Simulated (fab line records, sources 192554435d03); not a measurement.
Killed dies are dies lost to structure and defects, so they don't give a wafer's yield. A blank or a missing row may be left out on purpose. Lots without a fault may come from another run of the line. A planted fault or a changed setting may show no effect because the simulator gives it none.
fab line records | flow n5_finfet
record lots=3 wafers=9 last_day=17
route steps=1938 shown MOL_CONTACT_COAG@551 BEOL_M4@1111
lots that met no fault: from a run of the same line without faults
start_h: hours from the record's first day to the start of the lot's first wafer shown | wait_h: hours since the lot's step before | " the same as in the row above | L1.1+2: a row that stands for several wafers | - no value, or no start given | * or withheld: withheld | < > ~ a bound
route shown NAME@n: a module of which the file shows steps, and the number in the route of the first | usual: mean/standard deviation of fault-free wafers | same: alike in all rows | chamber/n: place in a boat | sites: the reading at each site | _std_site: their standard deviation | _edge_site: outer sites' mean less inner sites' | radius_mm: how far each site lies from the wafer's centre | mask NAME#n: copy n | behind: the tool/chamber that last shaped the wafer | hold: why the lot was held/for how many hours/how that ended | device: the transistor (n, p or np) that didn't switch | end of line: the same wafers' tests at the end of the route | a step without rows: its recipe alone | killed: dies lost to structure and defects at the first sort, not the wafer's yield | map: a wafer's dies, x killed, . not, _ none there
set.NAME: the setting as run; set.NAME@STEP: as run at that earlier step | model.NAME: the simulator's own value behind a step, which no gauge read
lots at some steps of the route; a table a step, a row a wafer
services: from which hour (start_h, from the record's first day; less than 0 if before it) a tool's chamber was out of use, for how many hours, and why
## steps
# step N5_MOL_CONTACT_COAG_SPUTTER_130
# recipe material=Co target_thk_a=475 temp_c=25 chamber_pressure_pa=0.5 power_w=3000
# step N5_MOL_CONTACT_COAG_PRECLEAN_125
# recipe chemistry=DIW time_s=57.5 temp_c=23
# step N5_MOL_CONTACT_COAG_SRD_126
# recipe dry_time_s=32 dry=n2_spin spin_rpm=1500
# step N5_MOL_CONTACT_COAG_CMP_23
# recipe stop_on=SiO2 t_overpolish_s=1.5 post_cmp_clean=cu_alkaline down_force_psi=2 platen_rpm=50.289 pad_velocity_m_s=1.0006 target_thk_nm=0
# step N5_MOL_CONTACT_COAG_WET_ETCH_26
# recipe target=Co target_depth_nm=13
# step N5_MOL_CONTACT_COAG_WET_ETCH_116
# recipe chemistry=SC1-inhibited target_depth_nm=4.6 dry=ipa_marangoni rinse_time_s=30 rinse_temp_c=23
# step N5_MOL_CONTACT_COAG_ALD_27
# recipe material=SiOC target_thk_a=170 temp_c=400 ald_precursor_family=carbosiloxane ald_co_reactant=H2-plasma pulse_time_s=1.5 time_s=2720 purge_time_s=2 co_reactant_purge_time_s=2 ald_cycles=340 pressure_torr=2
# step N5_MOL_CONTACT_COAG_CMP_28
# recipe stop_on=SiNx t_overpolish_s=0.85 post_cmp_clean=alkaline_brush down_force_psi=4.15 platen_rpm=51.8 pad_velocity_m_s=1.0307 target_thk_nm=14.522
# step N5_MOL_CONTACT_COAG_ALD_123
# recipe material=SiNx target_thk_a=50 temp_c=400 ald_precursor_family=SiH2I2 ald_co_reactant=N2/H2-plasma pulse_time_s=1 purge_time_s=2 co_reactant_purge_time_s=2 ald_cycles=100 pressure_torr=2
# step N5_MOL_CONTACT_COAG_PECVD_31
# recipe material=SiO2 target_thk_a=460 temp_c=400 precursor=TEOS/O2 pressure_torr=6.5 rf_w=withheld teos_flow_sccm=withheld gas=O2 flow_sccm=2650 time_s=8.9
# columns lot.wafer tool chamber start_h wait_h model.SiO2_of_MOL_CONTACT_COAG_PECVD_31.thk_nm
L766.3 pecvd-04 1 127.34 0.3 45.6
L766.5 " 1 " " 46.2
L766.6 " 0 " " 45.8
L775.1 pecvd-04 1 176.80 0.3 15.8
L775.2 " 2 " " 44.8
L775.5 " 2 " " 46
L783.2+3 pecvd-03 1,2 222.86 0.3 45
L783.6 " 2 " " 45.6
# step N5_MOL_CONTACT_COAG_COAT_75
# recipe resist=SOC temp_c=250 time_s=60 spin_rpm=1500 resist_thk_nm=60
# step N5_MOL_CONTACT_COAG_COAT_76
# recipe resist=SiARC temp_c=220 time_s=60 spin_rpm=1500 resist_thk_nm=10
# step N5_MOL_CONTACT_COAG_COAT_77
# recipe resist=underlayer temp_c=205 time_s=60 spin_rpm=1500 resist_thk_nm=10
# step N5_MOL_CONTACT_COAG_COAT_78
# recipe resist=CAR-EUV spin_rpm=1500 resist_thk_nm=40
# step N5_MOL_CONTACT_COAG_EBR_80
# recipe solvent=PGMEA ebr_width_mm=1.5
# step N5_MOL_CONTACT_COAG_SOFTBAKE_79
# recipe temp_c=110 time_s=60 resist=CAR-EUV
# step N5_MOL_CONTACT_COAG_EXPOSE_81
# recipe mask_id=VG na=0.33 source_shape=annular sigma_inner=0.3 sigma_outer=0.7 polarization=unpolarized defocus_nm=0 dose_mj=59.5
# step N5_MOL_CONTACT_COAG_PEB_82
# recipe peb_temp_c=100 peb_time_s=60 resist=CAR-EUV
# step N5_MOL_CONTACT_COAG_DEVELOP_83
# recipe develop_time_s=30 developer=TMAH resist=CAR-EUV rinse_liquid=surfactant_rinse dry=air_spin dev_temp_c=23
# step N5_MOL_CONTACT_COAG_DESCUM_88
# recipe chemistry=O2 time_s=7 source_power_w=50 bias_power_w=20 pressure_mtorr=20 rf_frequency_hz=2.712e+07 temp_c=40 resist=CAR-EUV o2_flow_sccm=225
# step N5_MOL_CONTACT_COAG_ETCH_89
# recipe chemistry=N2/H2 target=underlayer target_depth_a=130 mask_material=CAR-EUV time_s=10.4 ion_energy_ev=200 pressure_mtorr=30 source_w=840 bias_w=150 n2_flow_sccm=200 h2_flow_sccm=200 ends=cleared
# step N5_MOL_CONTACT_COAG_ETCH_90
# recipe chemistry=CF4 target=SiARC target_depth_a=130 mask_material=CAR-EUV time_s=21.7 ion_energy_ev=80 pressure_mtorr=40 source_w=545 bias_w=36 Ar_flow_sccm=100 cf4_flow_sccm=100 ends=cleared
# step N5_MOL_CONTACT_COAG_ALD_131
# recipe material=SiO2 target_thk_a=50 temp_c=100 ald_precursor_family=BDEAS ald_co_reactant=O2-plasma pulse_time_s=1 co_reactant_pulse_time_s=1 purge_time_s=2 co_reactant_purge_time_s=2 ald_cycles=35 pressure_torr=2
# step N5_MOL_CONTACT_COAG_ETCHBACK_132
# recipe chemistry=CHF3 target=SiO2 target_depth_a=100 time_s=6.7 ion_energy_ev=200 pressure_mtorr=30 source_w=610 bias_w=170 Ar_flow_sccm=200 CHF3_flow_sccm=50
# step N5_MOL_CONTACT_COAG_ETCH_91
# recipe chemistry=N2/H2 target=SOC target_depth_a=600 overetch_a=210 mask_material=SiARC temp_c=40 time_s=101.2 ion_energy_ev=200 pressure_mtorr=30 source_w=840 bias_w=150 n2_flow_sccm=200 h2_flow_sccm=200
# step N5_MOL_CONTACT_COAG_STRIP_92
# recipe chemistry=N2/H2 temp_c=40 n2_flow_sccm=200 h2_flow_sccm=200 rf_frequency_hz=6e+07
# step N5_MOL_CONTACT_COAG_STRIP_93
# recipe chemistry=N2/H2 temp_c=40 n2_flow_sccm=200 h2_flow_sccm=200 rf_frequency_hz=6e+07
# step N5_MOL_CONTACT_COAG_ETCHBACK_135
# recipe chemistry=CHF3 target=SiO2 target_depth_a=250 time_s=16.7 ion_energy_ev=200 pressure_mtorr=30 source_w=610 bias_w=170 Ar_flow_sccm=200 CHF3_flow_sccm=50
# step N5_MOL_CONTACT_COAG_STRIP_118
# recipe chemistry=CHF3 resist=SiARC rf_frequency_hz=6e+07
# step N5_MOL_CONTACT_COAG_VIA_ETCH_46
# recipe chemistry=C4F6/O2 target_depth_a=460 overetch_a=92 mask_material=SOC target=SiO2 bias_w=455 pressure_mtorr=10 time_s=40 source_w=325 Ar_flow_sccm=300 C4F6_flow_sccm=10 O2_flow_sccm=10 ion_energy_ev=575.3 ends=end_point
# usual drypump_motor_current_A=5.6/0.49 oes_product_au=0.73/0.054 rf_vpp_V=1581/14 showerhead_plenum_p_Torr=2.86/0.1 throttle_valve_pct=40.69/0.25
# columns lot.wafer tool chamber start_h wait_h drypump_motor_current_A oes_product_au rf_hours_counter_h rf_vpp_V showerhead_plenum_p_Torr throttle_valve_pct model.etch.depth_nm
L766.3 rie_diel-01 2 129.54 0.0 6.4 0.63 240 1574 2.79 40.20 45.67
L766.5 " 2 " " 6.4 0.64 - 1573 2.79 40.22 46.25
L766.6 " 3 " " 5.7 0.79 - 1591 2.77 40.38 45.73
L775.1 rie_diel-02 0 177.73 0.0 5.9 0.48 42 1573 2.90 40.42 15.77
L775.2 " 2 " " 5.7 0.72 82 1561 2.98 40.82 44.85
L775.5 " 0 " " 5.9 0.76 - 1570 2.90 40.67 45.91
L783.2 rie_diel-01 0 224.33 0.0 6.1 0.62 246 1564 2.70 41.20 44.98
L783.3 " 1 " " 5.3 0.60 235 1583 2.80 40.63 45.01
L783.6 " 0 " " 6.1 0.62 - 1563 2.69 41.24 45.63
# step N5_MOL_CONTACT_COAG_STRIP_96
# recipe chemistry=N2/H2 power_w=500 temp_c=40 pressure_mtorr=50 rf_frequency_hz=6e+07 overash_fraction=0.3 bias_power_w=28 h2_frac=0.5 n2_flow_sccm=300 h2_flow_sccm=300
# step N5_MOL_CONTACT_COAG_ETCH_47
# recipe chemistry=CH3F/O2 target=SiNx target_depth_a=270 mask_material=SiO2 stop_on=W over_etch_frac=0.2 ion_energy_ev=120 endpoint=OES-CN pressure_mtorr=30 source_w=395 bias_w=73 Ar_flow_sccm=150 CH3F_flow_sccm=30 O2_flow_sccm=20 ends=end_point
# step N5_MOL_CONTACT_COAG_STRIP_119
# recipe chemistry=N2/H2 time_s=30 power_w=1000 temp_c=250 pressure_mtorr=withheld n2_flow_sccm=1750 h2_flow_sccm=3250
# step N5_MOL_CONTACT_COAG_PRECLEAN_144
# recipe chemistry=alkaline_clean temp_c=60 time_s=60 do_ppb=50
# step N5_MOL_CONTACT_COAG_SRD_145
# recipe dry=ipa_marangoni time_s=30 temp_c=23 rinse_liquid=diw
# step N5_MOL_CONTACT_COAG_CMP_52
# recipe stop_on=SiO2 t_overpolish_s=1.5 post_cmp_clean=w_dilute_nh4oh down_force_psi=4 platen_rpm=50.289 pad_velocity_m_s=1.0006 target_thk_nm=66.5
# usual motor_current_A=12.0/1.6
# columns lot.wafer tool chamber start_h wait_h motor_current_A model.SiO2_of_MOL_CONTACT_COAG_PECVD_31.thk_nm
L766.3 cmp-02 0 132.86 0.1 11.1 43.6
L766.6 " 0 " " 11.6 43.6
L766.5 " 1 " " 10.7 44.2
L775.2 cmp-02 2 179.94 0.0 13.5 42.8
L775.1 " 0 " " 11.6 13.8
L775.5 " 2 " " 13.7 43.8
L783.3 cmp-01 3 226.61 0.0 10.8 43
L783.2 " 2 " " 16.9 43
L783.6 " 0 " " 11.8 43.6
# step N5_MOL_CONTACT_COAG_THK_MEAS_53
# recipe reads=SiO2_of_MOL_CONTACT_COAG_PECVD_31
# usual VIA_MOL_THK=43.7/0.58
# columns lot.wafer tool chamber start_h wait_h VIA_MOL_THK[nm]
L766.3 film_metro-01 - 133.15 - 43.6
L766.5 " - " " 44.2
L766.6 " - " " 43.7
L775.1 film_metro-02 - 180.24 - 13.8
L775.2 " - " " 42.8
L775.5 " - " " 43.9
L783.2 film_metro-02 - 226.90 - 43.0
L783.3 " - " " 42.9
L783.6 " - " " 43.5
# step N5_BEOL_M4_RC_MEAS_101
# usual DIBL_N=36.1/1.5 DIBL_P=36.1/1.9 IOFF_N=0.159/0.029 IOFF_P=0.21/0.038 ION_N=675/11 ION_P=464/8.1 SS_N=71.5/0.57 SS_P=73.3/0.64 VT_N=249/3.1 VT_P=-250/3.8
# columns lot.wafer tool chamber start_h wait_h DIBL_N[mV/V] DIBL_P[mV/V] IOFF_N[nA/um] IOFF_P[nA/um] ION_N[uA/um] ION_P[uA/um] SS_N[mV/dec] SS_P[mV/dec] VT_N[mV] VT_P[mV]
L766.3 prober-02 0 193.20 0.4 33.5 33.5 0.125 0.17 664 457 71.5 72.7 251 -256
L766.5 " 0 " " 35.7 34.8 0.148 0.19 676 462 71.3 73.4 252 -253
L766.6 " 0 " " 32.4 32.2 0.111 0.16 666 458 70.1 72.4 253 -253
L775.1 prober-01 0 248.35 0.0 36.7 37.0 0.166 0.22 682 465 71.9 73.0 248 -248
L775.2 " 0 " " 36.1 36.4 0.141 0.20 680 464 71.0 73.5 252 -250
L775.5 " 0 " " 34.4 34.9 0.118 0.18 662 458 71.3 73.1 254 -251
L783.2 prober-02 0 300.79 0.2 36.5 37.5 0.160 0.21 679 460 71.0 74.1 250 -253
L783.3 " 0 " " 36.1 37.1 0.158 0.20 669 453 71.5 73.8 250 -253
L783.6 " 0 " " 34.9 36.2 0.147 0.19 671 456 71.0 73.5 249 -254
## services
# columns tool chamber start_h hours kind
pecvd-03 0 104.07 2.1 scheduled_down
pecvd-04 - 109.34 1.7 repair
pecvd-04 - 131.26 6.0 pm
rie_diel-02 0 145.20 4.2 repair
rie_diel-01 2 155.86 - clean
rie_diel-01 2 155.86 - consumable_replace:focus_ring
rie_diel-01 2 155.86 24.8 scheduled_down
rie_diel-01 2 155.86 24.8 vent_cycle
cmp-01 - 160.58 1.5 repair
cmp-01 - 179.65 4.0 pm
cmp-01 - 183.65 - consumable_replace:conditioner
cmp-01 - 183.65 - consumable_replace:pad
cmp-02 - 196.25 2.8 repair
cmp-01 - 202.18 2.4 repair
pecvd-03 0 218.77 14.6 repair
## key
first_sign step=N5_MOL_CONTACT_COAG_VIA_ETCH_46 reading=oes_product_au direction=down sigmas=4.8 usual=0.73 struck=0.48
effect step=N5_MOL_CONTACT_COAG_THK_MEAS_53 reading=VIA_MOL_THK direction=down sigmas=52 usual=43.7 struck=13.8
model_effect step=N5_MOL_CONTACT_COAG_PECVD_31 value=SiO2_of_MOL_CONTACT_COAG_PECVD_31.thk_nm without=45.6 struck=15.8
model_effect step=N5_MOL_CONTACT_COAG_VIA_ETCH_46 value=etch.depth_nm without=45.5 struck=15.77
model_effect step=N5_MOL_CONTACT_COAG_CMP_52 value=SiO2_of_MOL_CONTACT_COAG_PECVD_31.thk_nm without=43.4 struck=13.8
met_at N5_MOL_CONTACT_COAG_PECVD_31
struck_wafers L775.1
onset_between 127.34 176.80
fault kind=process_parameter_drift tool=pecvd-04 chamber=- onset_h=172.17 steps=N5_MOL_CONTACT_COAG_PECVD_31 channel=time_s offset=* shape=step end_h=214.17 scope=struck_wafers_only acts_in=* stated=*
